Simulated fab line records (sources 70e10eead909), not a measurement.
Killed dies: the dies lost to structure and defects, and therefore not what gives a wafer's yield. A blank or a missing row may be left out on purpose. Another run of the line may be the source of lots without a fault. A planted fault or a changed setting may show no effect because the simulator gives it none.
The tool behind it: which one? || flow nandHarc || Sampling: 15 lots, 45 wafers, 2 of 1302 route steps

== WHAT THE GAUGES SHOWED, per wafer ==
NHARC_P_CONTACT_OVL_MEAS_13.
{"lot": "L102", "measured": "day 5 20:25", "on": "overlay-02", "overlayXNm (nm)": "-0.7 -0.8 -1.1", "overlayYNm (nm)": "0.3 0.1 0.2"}
{"lot": "L103", "measured": "day 6 07:16", "on": "overlay-02", "overlayXNm (nm)": "-0.5 0.3 0.4", "overlayYNm (nm)": "0.4 0.6 0.1"}
{"lot": "L105", "measured": "day 7 08:23", "on": "overlay-02", "overlayXNm (nm)": "1.2 0.6 0.5", "overlayYNm (nm)": "-0.6 -0.7 -0.8"}
{"lot": "L106", "measured": "day 7 12:26", "on": "overlay-02", "overlayXNm (nm)": "-0.5 -0.5 0.2", "overlayYNm (nm)": "0.2 1.1 0.9"}
{"lot": "L107", "measured": "day 7 19:43", "on": "overlay-01", "overlayXNm (nm)": "0.4 0.7 0.9", "overlayYNm (nm)": "1.2 0.9 1.2"}
{"lot": "L108", "measured": "day 8 15:25", "on": "overlay-02", "overlayXNm (nm)": "0.0 0.3 0.5", "overlayYNm (nm)": "0.5 0.5 0.8"}
{"lot": "L109", "measured": "day 8 22:05", "on": "overlay-01", "overlayXNm (nm)": "1.2 0.9 0.7", "overlayYNm (nm)": "-0.7 -0.6 -0.6"}
{"lot": "L110", "measured": "day 9 06:04", "on": "overlay-02", "overlayXNm (nm)": "0.0 -0.1 0.0", "overlayYNm (nm)": "-0.1 0.1 0.1"}
{"lot": "L111", "measured": "day 9 23:02", "on": "overlay-02", "overlayXNm (nm)": "0.5 0.5 0.2", "overlayYNm (nm)": "0.9 0.6 0.7"}
{"lot": "L112", "measured": "day 10 02:24", "on": "overlay-02", "overlayXNm (nm)": "1.0 0.7 0.3", "overlayYNm (nm)": "1.4 1.9 1.7"}
{"lot": "L114", "measured": "day 10 18:59", "on": "overlay-02", "overlayXNm (nm)": "-0.2 -0.1 0.3", "overlayYNm (nm)": "0.7 0.9 1.1"}
{"lot": "L119", "measured": "day 13 04:47", "on": "overlay-02", "overlayXNm (nm)": "0.2 0.4 -0.4", "overlayYNm (nm)": "-0.7 -0.1 -0.6"}
{"lot": "L118", "measured": "day 13 05:30", "on": "overlay-01", "overlayXNm (nm)": "0.9 1.1 0.6", "overlayYNm (nm)": "0.5 0.1 0.8"}
{"lot": "L123", "measured": "day 14 21:25", "on": "overlay-02", "overlayXNm (nm)": "-0.5 -0.5 -0.4", "overlayYNm (nm)": "1.8 1.8 2.3"}
{"lot": "L125", "measured": "day 15 03:37", "on": "overlay-01", "overlayXNm (nm)": "0.2 1.2 0.0", "overlayYNm (nm)": "-1.6 -1.5 -1.8"}

NHARC_P_CONTACT_INSPECT_14.
{"lot": "L102", "measured": "day 5 20:27", "on": "defectInspect-02", "rawDefectCount": "3 7 5"}
{"lot": "L103", "measured": "day 6 07:18", "on": "defectInspect-01", "rawDefectCount": "2 4 3"}
{"lot": "L105", "measured": "day 7 08:25", "on": "defectInspect-02", "rawDefectCount": "5 7 9"}
{"lot": "L106", "measured": "day 7 12:28", "on": "defectInspect-01", "rawDefectCount": "4 4 1"}
{"lot": "L107", "measured": "day 7 19:45", "on": "defectInspect-01", "rawDefectCount": "2 4 4"}
{"lot": "L108", "measured": "day 8 15:28", "on": "defectInspect-01", "rawDefectCount": "4 0 2"}
{"lot": "L109", "measured": "day 8 22:08", "on": "defectInspect-01", "rawDefectCount": "3 4 7"}
{"lot": "L110", "measured": "day 9 06:07", "on": "defectInspect-01", "rawDefectCount": "7 6 10"}
{"lot": "L111", "measured": "day 9 23:04", "on": "defectInspect-01", "rawDefectCount": "4 4 3"}
{"lot": "L112", "measured": "day 10 02:26", "on": "defectInspect-02", "rawDefectCount": "4 9 3"}
{"lot": "L114", "measured": "day 10 19:01", "on": "defectInspect-01", "rawDefectCount": "12 5 6"}
{"lot": "L119", "measured": "day 13 04:49", "on": "defectInspect-02", "rawDefectCount": "4 1 3"}
{"lot": "L118", "measured": "day 13 05:32", "on": "defectInspect-02", "rawDefectCount": "8 4 2"}
{"lot": "L123", "measured": "day 14 21:28", "on": "defectInspect-01", "rawDefectCount": "3 1 0"}
{"lot": "L125", "measured": "day 15 03:39", "on": "defectInspect-02", "rawDefectCount": "4 6 1"}

== EACH LOT AND THE TOOL THAT RAN IT (in order: tool; ch and the chambers of the sampled wafers; start) ==
No process step before these readings appears in the record.

== AS READ BY THE TOOLS THEMSELVES (means over the sampled wafers that have a number; for cases with no such wafer, the mark the record gives instead) ==
The record holds no such reading with a usual standard deviation.

== THE ANSWER, worked out from the rows above alone ==
Rule: the usual values come from the lots themselves. Put in order of their means at a reading, lots are off if they are a third of the lots or fewer, leave a main group of 4 or more, and stand apart from it by a gap of 3 or more times the standard deviation of the main group's means; of several such gaps the widest counts. A main group is skipped when, at the precision printed for the reading in the tables above, its means are all equal. A lot without any number at a reading at which 4 lots or more have one is off too. Where the step has rows for the other lots, those lots are counted as sound. First the gauges in route order, then the tools' own readings, where a lot's mean is used as printed above. The first step at which some lot is off is used, and at that step the reading that is off furthest; a lot without a number counts as furthest.
No lot is off on any of the readings shown, so nothing can be concluded from this.

== WHAT WAS PUT IN BY THE SIMULATOR ==
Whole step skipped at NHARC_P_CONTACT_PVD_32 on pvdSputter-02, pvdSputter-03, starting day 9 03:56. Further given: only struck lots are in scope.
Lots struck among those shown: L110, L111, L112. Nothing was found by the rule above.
